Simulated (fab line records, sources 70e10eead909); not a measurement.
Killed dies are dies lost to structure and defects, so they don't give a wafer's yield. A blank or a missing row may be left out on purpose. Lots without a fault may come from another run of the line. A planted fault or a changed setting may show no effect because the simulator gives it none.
Which tool did it? | flow nand_harc | 14 lots, 42 wafers sampled, at 5 steps of a route of 1159

WHAT THE GAUGES READ, wafer by wafer
NHARC_A_ZERO_WELL_INSPECT_17. Usual: raw_defect_count 10, standard deviation 6.
lot  | measured     | on                | raw_defect_count | flag
L162 | day 6 13:47  | defect_inspect-02 | 11 10 4          |
L165 | day 7 05:56  | defect_inspect-02 | 5 8 3            |
L166 | day 7 08:14  | defect_inspect-02 | 7 12 5           |
L168 | day 7 19:47  | defect_inspect-02 | 19 16 15         |
L167 | day 7 19:58  | defect_inspect-02 | 6 11 12          |
L169 | day 8 09:44  | defect_inspect-01 | 10 2 4           |
L170 | day 8 18:51  | defect_inspect-02 | 16 13 8          |
L172 | day 9 06:26  | defect_inspect-02 | 35 14 16         |
L173 | day 9 08:05  | defect_inspect-01 | 21 6 11          |
L174 | day 10 02:37 | defect_inspect-01 | 6 14 17          |
L175 | day 10 03:25 | defect_inspect-01 | 5 7 15           |
L182 | day 11 18:18 | defect_inspect-01 | 9 10 11          |
L183 | day 11 22:19 | defect_inspect-02 | 9 12 9           |
L185 | day 12 07:06 | defect_inspect-02 | 9 14 4           |

NHARC_A_SOURCE_PLATE_THK_MEAS_09: measures by ellipsometry. Usual: thk_nm 9.9 nm, standard deviation 0.98.
lot  | measured     | on            | thk_nm (nm)    | flag
L162 | day 6 21:07  | film_metro-02 | 9.2 10.3 8.1   |
L165 | day 7 14:23  | film_metro-01 | 12.0 7.9 10.2  |
L166 | day 7 14:23  | film_metro-02 | 10.9 9.4 9.2   |
L168 | day 8 03:11  | film_metro-02 | 11.2 10.0 10.8 |
L167 | day 8 03:11  | film_metro-01 | 10.7 9.0 11.9  |
L169 | day 8 20:05  | film_metro-02 | 9.7 9.8 9.7    |
L170 | day 9 02:17  | film_metro-01 | 8.9 10.0 9.5   |
L172 | day 9 13:50  | film_metro-02 | 9.7 10.7 9.3   |
L173 | day 9 13:49  | film_metro-01 | 11.2 9.7 9.8   |
L174 | day 10 10:10 | film_metro-02 | 9.1 9.5 9.5    |
L175 | day 10 10:10 | film_metro-01 | 10.8 8.1 11.4  |
L182 | day 12 00:59 | film_metro-02 | 10.6 9.4 8.7   |
L183 | day 12 08:16 | film_metro-01 | 7.7 10.5 10.5  |
L185 | day 12 17:10 | film_metro-02 | 10.5 8.2 8.4   |

NHARC_END_SORT_01. Usual: killed_at_array 26, standard deviation 9; killed_at_other 0.8, standard deviation 1.2; killed_at_periphery 3.2, standard deviation 2.3; killed_dies 30, standard deviation 9.1; killed_open 3.5, standard deviation 2; killed_short 1.8, standard deviation 1.4.
lot  | measured     | on        | killed_at_array | killed_at_other | killed_at_periphery | killed_dies | killed_open | killed_short | flag
L162 | day 19 12:31 | prober-01 | 26 23 25        | 0 2 3           | 6 4 3               | 32 29 31    | 7 11 7      | 4 2 2        |
L172 | day 21 11:17 | prober-01 | 24 17 22        | 1 4 1           | 2 6 2               | 27 27 25    | 1 6 3       | 2 2 2        |
L173 | day 21 11:22 | prober-02 | 39 25 22        | 1 0 0           | 1 2 0               | 41 27 22    | 4 3 2       | 0 2 1        |
L174 | day 22 10:04 | prober-02 | 22 21 20        | 1 0 0           | 4 2 3               | 27 23 23    | 3 2 3       | 4 0 2        |
L175 | day 22 11:40 | prober-01 | 35 43 40        | 0 0 0           | 1 1 0               | 36 44 40    | 3 2 2       | 1 2 1        |
L183 | day 24 23:45 | prober-02 | 35 24 34        | 1 0 0           | 2 2 1               | 38 26 35    | 2 3 3       | 1 0 1        |

WHICH TOOL RAN EACH LOT (tool, then ch and the chambers of the sampled wafers, then the start)
lot  | NHARC_P_BONDPAD_CMP_19        | NHARC_A_ZERO_WELL_ETCH_13
L162 | cmp-03 ch 1,3, day 6 10:05    | rie_si-06 ch 2,3, day 6 12:40
L165 | cmp-03 ch 0,2, day 7 02:37    | rie_si-03 ch 0,1,2, day 7 04:52
L166 | cmp-03 ch 0,1,3, day 7 04:48  | rie_si-06 ch 1,2,3, day 7 06:53
L168 | cmp-04 ch 1,2,3, day 7 16:32  | rie_si-01 ch 0,3, day 7 18:41
L167 | cmp-01 ch 1,3, day 7 16:43    | rie_si-06 ch 0,1,3, day 7 18:52
L169 | cmp-04 ch 0,2, day 8 06:24    | rie_si-06 ch 0,1,3, day 8 08:38
L170 | cmp-01 ch 0,1,2, day 8 15:34  | rie_si-01 ch 0,2, day 8 17:46
L172 | cmp-01 ch 0,2, day 9 03:13    | rie_si-01 ch 0,1,3, day 9 05:19
L173 | cmp-04 ch 2,3, day 9 04:47    | rie_si-06 ch 1,2,3, day 9 06:57
L174 | cmp-01 ch 0,1,2, day 9 23:21  | rie_si-06 ch 0,1,3, day 10 01:32
L175 | cmp-04 ch 0,2,3, day 9 23:57  | rie_si-01 ch 0,2,3, day 10 02:07
L182 | cmp-04 ch 0,3, day 11 14:42   | rie_si-06 ch 0,1,2, day 11 17:02
L183 | cmp-01 ch 0,1,2, day 11 18:52 | rie_si-06 ch 0,1,2, day 11 21:02
L185 | cmp-04 ch 0,1,3, day 12 03:49 | rie_si-01 ch 0,1,3, day 12 06:01
- NHARC_P_BONDPAD_CMP_19: polishes, t overpolish 30 s, cu recess touch 16 s, target thk 160.81 nm.
- NHARC_A_ZERO_WELL_ETCH_13: etches the open film in HBr/Cl2, target depth 120 nm, time 40.1 s.

WHAT THE TOOLS THEMSELVES READ (means of the sampled wafers that have a number; where no wafer has one, the mark that the record gives instead)
NHARC_P_BONDPAD_CMP_19. Usual: motor_current_A 12.1 A, standard deviation 1.3; overpolish_run_s 30.001 s, standard deviation 0.0093.
lot  | tool   | motor_current_A (A) | overpolish_run_s (s) | flag
L162 | cmp-03 | 12.6                | 30.005               |
L165 | cmp-03 | 13.8                | 30.001               |
L166 | cmp-03 | 13.0                | 29.994               |
L168 | cmp-04 | 12.6                | 30.003               |
L167 | cmp-01 | 10.9                | 30.001               |
L169 | cmp-04 | 11.3                | 30.007               |
L170 | cmp-01 | 11.9                | 29.997               |
L172 | cmp-01 | 12.3                | 30.007               |
L173 | cmp-04 | 13.6                | 30.001               |
L174 | cmp-01 | 12.0                | 30.006               |
L175 | cmp-04 | 12.5                | 30.003               |
L182 | cmp-04 | 12.4                | 30.003               |
L183 | cmp-01 | 11.7                | 30.008               |
L185 | cmp-04 | 11.5                | 29.991               |

NHARC_A_ZERO_WELL_ETCH_13. Usual: drypump_motor_current_A 5.5 A, standard deviation 0.46; oes_product_au 1.002 a.u., standard deviation 0.01; throttle_valve_pct 26.406 %, standard deviation 0.0092.
lot  | tool      | drypump_motor_current_A (A) | oes_product_au (a.u.) | throttle_valve_pct (%) | flag
L162 | rie_si-06 | 5.7                         | 0.996                 | 26.414                 |
L165 | rie_si-03 | 5.9                         | 1.000                 | 26.398                 |
L166 | rie_si-06 | 5.5                         | 0.999                 | 26.411                 |
L168 | rie_si-01 | 5.6                         | 1.002                 | 26.410                 |
L167 | rie_si-06 | 5.8                         | 0.992                 | 26.394                 |
L169 | rie_si-06 | 5.8                         | 0.994                 | 26.397                 |
L170 | rie_si-01 | 5.5                         | 1.013                 | 26.395                 |
L172 | rie_si-01 | 5.4                         | 0.912                 | 26.406                 | OFF
L173 | rie_si-06 | 5.5                         | 0.989                 | 26.399                 |
L174 | rie_si-06 | 5.8                         | 1.008                 | 26.411                 |
L175 | rie_si-01 | 5.6                         | 0.914                 | 26.409                 | OFF
L182 | rie_si-06 | 5.3                         | 0.994                 | 26.410                 |
L183 | rie_si-06 | 5.3                         | 0.994                 | 26.407                 |
L185 | rie_si-01 | 5.4                         | 1.015                 | 26.406                 |

THE ANSWER, worked out from the rows above alone
Rule: a lot is off if the mean of its wafers that have a number lies more than 3 standard deviations from the usual mean. A lot without any number at a reading at which 4 lots or more have one is off too. The other lots that the step has rows for count as sound. The gauges are gone through in route order, then the tools' own readings, and for those a lot's mean is taken as printed above. The first step at which some lot is off is used, and at that step the reading that is off furthest; a lot without a number counts as furthest.
Off: L172, L175, at NHARC_A_ZERO_WELL_ETCH_13 (oes_product_au).
A tool fits if, at that step or a process step before it, it ran every lot that is off, and no sound lot after the first of them. None of those tried fits.

WHAT THE SIMULATOR HAD PUT IN
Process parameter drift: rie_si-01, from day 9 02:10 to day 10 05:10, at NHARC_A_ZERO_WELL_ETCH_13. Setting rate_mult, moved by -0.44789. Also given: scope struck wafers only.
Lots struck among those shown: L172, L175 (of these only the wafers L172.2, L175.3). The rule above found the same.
